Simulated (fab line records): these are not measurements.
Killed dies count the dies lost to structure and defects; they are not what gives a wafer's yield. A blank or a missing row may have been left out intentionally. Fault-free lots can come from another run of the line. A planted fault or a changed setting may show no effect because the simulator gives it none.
The tool behind it: which one? -- flow n5 finfet -- 25 wafers from 9 lots sampled at 5 of the route's 1938 steps

WHAT THE GAUGES READ, wafer by wafer
N5_BEOL_M1_CD_MEAS_18: pitch 36 nm, target cd 18 nm. Usual: cd nm at 18.1 nm, with a standard deviation of 0.32.
lot,measured,on,cd nm (nm),flag
L249,day 7 00:06,cd sem-03,17.6 17.8 17.4,
L251,day 7 04:31,cd sem-02,18.0 18.4 17.4,
L252,day 7 09:17,cd sem-01,19.3 18.5 18.3,
L254,day 7 15:01,cd sem-02,18.3 18.7 18.4,
L255,day 7 20:50,cd sem-01,18.2 18.1 18.6,
L257,day 8 09:17,cd sem-03,17.7 17.6 18.0,
L262,day 9 19:17,cd sem-03,18.4 18.2,
L268,day 11 06:27,cd sem-02,18.7 18.6,
L270,day 11 23:41,cd sem-03,18.1 18.2 18.2,

N5_BEOL_M4_RC_MEAS_101. Usual: DIBL_N 37.1 mV/V, standard deviation 1.8; DIBL_P 37.2 mV/V, standard deviation 2.1; IOFF_N 0.17 nA/um, standard deviation 0.033; IOFF_P 0.22 nA/um, standard deviation 0.037; ION_N 680 uA/um, standard deviation 11; ION_P 464 uA/um, standard deviation 7.7; SS_N 71.7 mV/dec, standard deviation 0.63; SS_P 73.6 mV/dec, standard deviation 0.67; VT_N 248.9 mV, standard deviation 2.9; VT_P -251 mV, standard deviation 3.6.
lot,measured,on,DIBL_N (mV/V),DIBL_P (mV/V),IOFF_N (nA/um),IOFF_P (nA/um),ION_N (uA/um),ION_P (uA/um),SS_N (mV/dec),SS_P (mV/dec),VT_N (mV),VT_P (mV),flag
L249,day 9 01:41,prober-02,37.2 34.4 36.1,37.9 34.7 36.9,0.19 0.15 0.16,0.27 0.20 0.24,674 675 679,466 464 473,71.7 72.2 72.1,73.9 72.8 74.3,244.5 250.0 250.0,-245 -248 -245,
L251,day 8 22:56,prober-02,38.7 35.8 34.1,40.6 36.7 33.8,0.22 0.14 0.12,0.26 0.18 0.15,701 676 667,473 455 454,72.0 71.4 71.0,74.6 73.2 72.5,242.9 251.4 251.3,-248 -256 -256,
L252,day 9 10:14,prober-02,36.0 37.9 35.0,36.5 39.2 35.4,0.17 0.21 0.15,0.24 0.29 0.21,691 684 684,468 471 469,71.0 71.7 70.8,73.2 74.4 73.2,248.1 245.2 249.1,-247 -246 -249,
L254,day 9 19:16,prober-02,36.6 37.9 38.8,35.3 38.5 38.1,0.14 0.18 0.19,0.16 0.22 0.21,663 684 681,449 464 463,72.0 72.4 71.7,72.9 74.1 74.2,253.8 248.7 249.6,-254 -253 -253,
L255,day 10 00:10,prober-01,38.2 38.0 37.1,39.4 37.8 36.8,0.22 0.20 0.18,0.31 0.29 0.26,697 686 680,481 479 466,72.4 72.1 72.2,74.2 73.6 73.5,245.5 245.1 246.5,-244 -243 -247,
L257,day 10 19:17,prober-01,35.6 38.3 34.8,35.8 37.0 34.9,0.15 0.19 0.14,0.20 0.23 0.19,675 691 678,466 470 464,71.2 71.7 70.5,73.9 73.9 72.2,249.1 249.9 250.8,-251 -249 -254,
L262,day 12 10:58,prober-02,37.6 37.3,37.0 37.4,0.15 0.16,0.17 0.17,673 676,459 453,71.1 71.5,72.8 72.9,250.8 248.5,-256 -256,
L268,day 14 01:49,prober-02,35.7 37.6,35.8 37.0,0.15 0.17,0.21 0.22,669 674,465 468,71.6 72.0,73.1 73.2,250.2 251.1,-251 -249,
L270,day 14 10:52,prober-02,39.5 40.7 37.4,39.0 38.9 35.8,0.18 0.21 0.16,0.24 0.24 0.20,664 678 680,463 461 461,71.9 73.2 71.3,73.9 74.5 73.8,249.3 247.9 250.8,-248 -247 -250,

WHICH TOOL RAN EACH LOT (tool, then ch and the chambers of the sampled wafers, then the start)
lot,N5_BEOL_M1_STRIP_66,N5_BEOL_M1_ETCH_77,N5_BEOL_M1_ETCH_41
L249,"rie diel-02 ch 0,2, day 6 23:52","rie diel-02 ch 0,2, day 7 00:42","rie diel-02 ch 1,2,3, day 9 01:41 or earlier"
L251,"rie diel-06 ch 0,1,3, day 7 04:10","rie diel-02 ch 0,1,2, day 7 05:31","rie diel-02 ch 0,2,3, day 8 22:56 or earlier"
L252,"rie diel-04 ch 1,3, day 7 09:02","rie diel-02 ch 0,1, day 7 10:07","rie diel-02 ch 0,1,3, day 9 10:14 or earlier"
L254,"rie diel-06 ch 1,2, day 7 14:33","rie diel-06 ch 1,2,3, day 7 15:37","rie diel-04 ch 1,3, day 9 19:16 or earlier"
L255,"rie diel-06 ch 0,1,2, day 7 20:31","rie diel-06 ch 0,2,3, day 7 21:19","rie diel-06 ch 0,1,3, day 10 00:10 or earlier"
L257,"rie diel-02 ch 0,1,2, day 8 09:04","rie diel-02 ch 1,2,3, day 8 09:46","rie diel-06 ch 0,2,3, day 10 19:17 or earlier"
L262,"rie diel-04 ch 1, day 9 19:04","rie diel-02 ch 3, day 9 19:54","rie diel-02 ch 0,3, day 12 10:58 or earlier"
L268,"rie diel-06 ch 0, day 11 06:14","rie diel-02 ch 1,2, day 11 07:01","rie diel-02 ch 0,3, day 14 01:49 or earlier"
L270,"rie diel-04 ch 0,3, day 11 23:25","rie diel-04 ch 2,3, day 12 00:42","rie diel-02 ch 1,2, day 14 10:52 or earlier"
- N5_BEOL_M1_STRIP_66: strips in CF4.
- N5_BEOL_M1_ETCH_77: etches underlayer in N2/H2, target depth 6.5 nm, time 5.2 s.
- N5_BEOL_M1_ETCH_41: etches SiCN in CH3F/O2, target depth 31.9 nm, time 57.8 s.

WHAT THE TOOLS THEMSELVES READ (means of the sampled wafers that have a number; where no wafer has one, the mark that the record gives instead)
N5_BEOL_M1_STRIP_66. Usual: drypump motor current A 5.8 A, standard deviation 0.32; oes product au 0.79 a.u., standard deviation 0.088; rf vpp V 271.2 V, standard deviation 1.5; showerhead plenum p Torr 1.80 Torr, standard deviation 0.065; throttle valve pct 13.56 %, standard deviation 0.25.
lot,tool,drypump motor current A (A),oes product au (a.u.),rf vpp V (V),showerhead plenum p Torr (Torr),throttle valve pct (%),flag
L249,rie diel-02,6.1,0.79,269.6,1.75,13.64,
L251,rie diel-06,5.9,0.81,270.7,1.76,13.57,
L252,rie diel-04,5.5,0.79,271.2,1.81,13.43,
L254,rie diel-06,5.9,0.73,272.3,1.82,13.51,
L255,rie diel-06,5.9,0.77,270.7,1.81,13.46,
L257,rie diel-02,5.9,0.79,270.6,1.77,13.64,
L262,rie diel-04,5.8,0.67,270.4,1.77,13.89,
L268,rie diel-06,5.9,0.84,271.9,1.84,13.27,
L270,rie diel-04,5.7,0.85,272.0,1.85,13.33,

N5_BEOL_M1_ETCH_77. Usual: drypump motor current A 5.9 A, standard deviation 0.36; etch rf on time s 5.25 s, standard deviation 0.16; oes product au 0.68 a.u., standard deviation 0.082; rf vpp V 523.6 V, standard deviation 2.8; showerhead plenum p Torr 2.54 Torr, standard deviation 0.093; throttle valve pct 17.91 %, standard deviation 0.27.
lot,tool,drypump motor current A (A),etch rf on time s (s),oes product au (a.u.),rf vpp V (V),showerhead plenum p Torr (Torr),throttle valve pct (%),flag
L249,rie diel-02,5.7,5.36,0.72,523.6,2.53,17.87,
L251,rie diel-02,5.9,5.33,0.68,523.0,2.52,17.99,
L252,rie diel-02,6.3,5.26,0.62,521.6,2.45,18.05,
L254,rie diel-06,6.0,5.28,0.65,523.2,2.51,17.98,
L255,rie diel-06,5.9,5.20,0.71,525.8,2.58,17.77,
L257,rie diel-02,5.7,5.36,0.72,524.3,2.58,17.92,
L262,rie diel-02,5.9,4.67,0.80,525.6,2.59,17.78,OFF
L268,rie diel-02,5.6,4.73,0.74,525.0,2.56,18.04,OFF
L270,rie diel-04,5.4,5.01,0.69,523.4,2.61,17.81,

N5_BEOL_M1_ETCH_41. Usual: drypump motor current A 5.8 A, standard deviation 0.38; oes product au 0.78 a.u., standard deviation 0.093; rf vpp V 297.1 V, standard deviation 1.5; showerhead plenum p Torr 2.00 Torr, standard deviation 0.067; throttle valve pct 16.38 %, standard deviation 0.23.
lot,tool,drypump motor current A (A),oes product au (a.u.),rf vpp V (V),showerhead plenum p Torr (Torr),throttle valve pct (%),flag
L249,rie diel-02,5.7,0.87,298.0,2.04,16.31,
L251,rie diel-02,5.9,0.84,296.2,2.00,16.30,
L252,rie diel-02,6.1,0.78,296.6,1.98,16.41,
L254,rie diel-04,5.6,0.73,296.5,2.00,16.42,
L255,rie diel-06,5.9,0.81,296.7,1.96,16.36,
L257,rie diel-06,5.9,0.83,297.4,2.03,16.21,
L262,rie diel-02,6.2,0.78,297.7,1.97,16.39,
L268,rie diel-02,6.2,0.76,296.4,1.96,16.40,
L270,rie diel-02,5.7,0.77,297.4,2.01,16.47,

THE ANSWER, worked out from the rows above alone
Rule: lot off if the mean of its wafers having a number is beyond 3 standard deviations from the usual mean. Also off: a lot with no number at a reading for which 4 or more lots have one. The other lots that the step has rows for count as sound. After the gauges, taken in route order, come the tools' own readings; for these a lot's mean is taken, as printed above. The first step at which some lot is off is used, and at that step the reading that is off furthest; a lot without a number counts as furthest.
Off: L262, L268 (N5_BEOL_M1_ETCH_77, etch rf on time s).
If a tool, at that step or one of the process steps before it, ran each lot that is off and ran no sound lot following the first of them, it fits. One fits: rie diel-02 at N5_BEOL_M1_ETCH_77. A fault onset in the window from L257 (day 8 09:46, its last sound lot) to L262 (day 9 19:54, its first lot off) fits.

WHAT THE SIMULATOR HAD INSERTED
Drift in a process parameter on rie diel-02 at N5_BEOL_M1_ETCH_77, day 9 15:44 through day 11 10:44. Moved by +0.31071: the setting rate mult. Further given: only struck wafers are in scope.
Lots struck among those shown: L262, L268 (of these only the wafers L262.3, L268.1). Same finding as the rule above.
